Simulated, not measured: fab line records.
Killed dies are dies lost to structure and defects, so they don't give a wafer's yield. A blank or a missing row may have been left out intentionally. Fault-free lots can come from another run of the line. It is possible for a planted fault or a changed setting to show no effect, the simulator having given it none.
Chamber matching    flow n5Finfet    N5_FIN_SAQP_STRIP_77 on rieDiel-03: 4 sister chambers
The step strips in N2/H2, time 90 s. 18 wafers are shown with their chamber, then 9 later ones without.

== WAFERS, EACH WITH ITS CHAMBER ==
wafer   chamber  showerheadPlenumPTorr (Torr)  throttleValvePct (%)  drypumpMotorCurrentA (A)
L074.1  3        3.45                          11.8                  5.7
L074.3  1        3.19                          12.3                  5.4
L074.5  3        3.45                          11.8                  5.6
L075.3  3        3.45                          11.8                  5.6
L075.4  0        3.50                          12.5                  5.6
L075.6  2        3.27                          12.2                  5.8
L076.1  2        3.27                          12.2                  5.7
L076.3  0        3.50                          12.5                  5.6
L076.6  2        3.27                          12.2                  5.7
L078.2  0        3.50                          12.5                  5.6
L078.4  2        3.26                          12.2                  5.7
L078.5  0        3.50                          12.5                  5.6
L083.2  3        3.44                          11.9                  5.6
L083.4  1        3.19                          12.3                  5.4
L083.5  2        3.26                          12.3                  5.8
L089.2  2        3.25                          12.3                  5.7
L089.4  0        3.48                          12.6                  5.6
L089.6  1        3.18                          12.3                  5.4

SIGNATURES (averages over the wafers above)
reading                chamber 0  chamber 1  chamber 2  chamber 3  scatter within a chamber
showerheadPlenumPTorr  3.4960     3.1867     3.2633     3.4475     0.00754
throttleValvePct       12.520     12.300     12.233     11.825     0.0454
drypumpMotorCurrentA   5.600      5.400      5.733      5.625      0.0386
Rule: for a wafer and a chamber, the distance is found by dividing, reading by reading, the gap between the wafer's reading and the chamber's mean by the reading's scatter, squaring, summing and taking the root. The wafer belongs to the nearest chamber; if the next one is less than 2 further off, it can't be placed. How the scatter is found: for the shown wafers, subtract from each reading the mean of its chamber, square and add these, divide the total by (wafers less chambers), then take the root.

== WAFERS WITHOUT THEIR CHAMBER ==
wafer   showerheadPlenumPTorr (Torr)  throttleValvePct (%)  drypumpMotorCurrentA (A)
L095.1  3.48                          12.6                  5.5
L095.5  3.17                          12.4                  5.4
L095.6  3.48                          12.6                  5.5
L096.1  3.47                          12.6                  5.6
L096.2  3.17                          12.4                  5.4
L096.3  3.25                          12.3                  5.7
L097.1  3.47                          12.6                  5.5
L097.4  3.42                          12.0                  5.6
L097.5  3.47                          12.6                  5.5

== EACH ONE'S CHAMBER ==
wafer   from the rows above  in truth
L095.1  0                    0
L095.5  1                    1
L095.6  0                    0
L096.1  0                    0
L096.2  1                    1
L096.3  2                    2
L097.1  0                    0
L097.4  3                    3
L097.5  0                    0
Correct placement for 9 of the 9. Can't be placed from these rows: 0. Number placed wrongly: 0.
